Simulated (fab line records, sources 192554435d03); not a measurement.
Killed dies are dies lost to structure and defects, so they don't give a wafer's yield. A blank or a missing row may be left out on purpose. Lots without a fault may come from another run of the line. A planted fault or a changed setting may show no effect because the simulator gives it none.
Chamber matching | flow n5_finfet | N5_SD_EPI_N_ETCH_34 on rie_diel-04: 4 sister chambers
The step etches SiARC in CF4, target depth 45.5 nm, time 75.8 s. 14 wafers are shown with their chamber, then 7 later ones without.

WAFERS WITH THEIR CHAMBER
wafer  | chamber | drypump_motor_current_A (A) | throttle_valve_pct (%) | showerhead_plenum_p_Torr (Torr)
L074.1 | 2       | 6.0                         | 15.21                  | 2.17
L074.3 | 1       | 5.6                         | 15.59                  | 2.18
L074.4 | 3       | 5.6                         | 16.03                  | 2.22
L078.3 | 0       | 5.3                         | 15.57                  | 2.14
L078.4 | 1       | 5.5                         | 15.59                  | 2.17
L078.5 | 3       | 5.6                         | 16.06                  | 2.22
L089.1 | 0       | 5.3                         | 15.59                  | 2.13
L089.4 | 1       | 5.5                         | 15.65                  | 2.17
L089.5 | 3       | 5.6                         | 16.10                  | 2.21
L093.3 | 0       | 5.3                         | 15.61                  | 2.12
L093.5 | 2       | 6.0                         | 15.30                  | 2.16
L093.6 | 1       | 5.5                         | 15.67                  | 2.16
L094.2 | 2       | 6.0                         | 15.31                  | 2.16
L094.3 | 3       | 5.6                         | 16.12                  | 2.21

SIGNATURES (means of the wafers above)
reading                  | chamber 0 | chamber 1 | chamber 2 | chamber 3 | scatter within a chamber
drypump_motor_current_A  | 5.300     | 5.525     | 6.000     | 5.600     | 0.0274
throttle_valve_pct       | 15.5900   | 15.6250   | 15.2733   | 16.0775   | 0.041
showerhead_plenum_p_Torr | 2.1300    | 2.1700    | 2.1633    | 2.2150    | 0.00753
Rule: a wafer's distance from a chamber is the root of the sum, over the readings, of the square of ((its reading less the chamber's mean) divided by the reading's scatter). The wafer belongs to the nearest chamber; if the next one is less than 2 further off, it can't be placed. The scatter: the root of (the sum of the squares of (reading less its chamber's mean) over the shown wafers, divided by (wafers less chambers)).

WAFERS WITHOUT THEIR CHAMBER
wafer  | drypump_motor_current_A (A) | throttle_valve_pct (%) | showerhead_plenum_p_Torr (Torr)
L094.5 | 5.6                         | 16.11                  | 2.21
L095.1 | 6.0                         | 15.32                  | 2.16
L095.4 | 5.5                         | 15.68                  | 2.16
L095.6 | 6.0                         | 15.31                  | 2.16
L096.2 | 5.6                         | 15.68                  | 2.16
L096.4 | 6.0                         | 15.31                  | 2.16
L096.5 | 5.3                         | 15.63                  | 2.12

WHICH CHAMBER EACH WENT THROUGH
wafer  | from the rows above | in truth
L094.5 | 3                   | 3
L095.1 | 2                   | 2
L095.4 | 1                   | 1
L095.6 | 2                   | 2
L096.2 | 1                   | 1
L096.4 | 2                   | 2
L096.5 | 0                   | 0
Placed correctly: 7 of 7. Can't be placed from these rows: 0. Placed wrongly: 0.
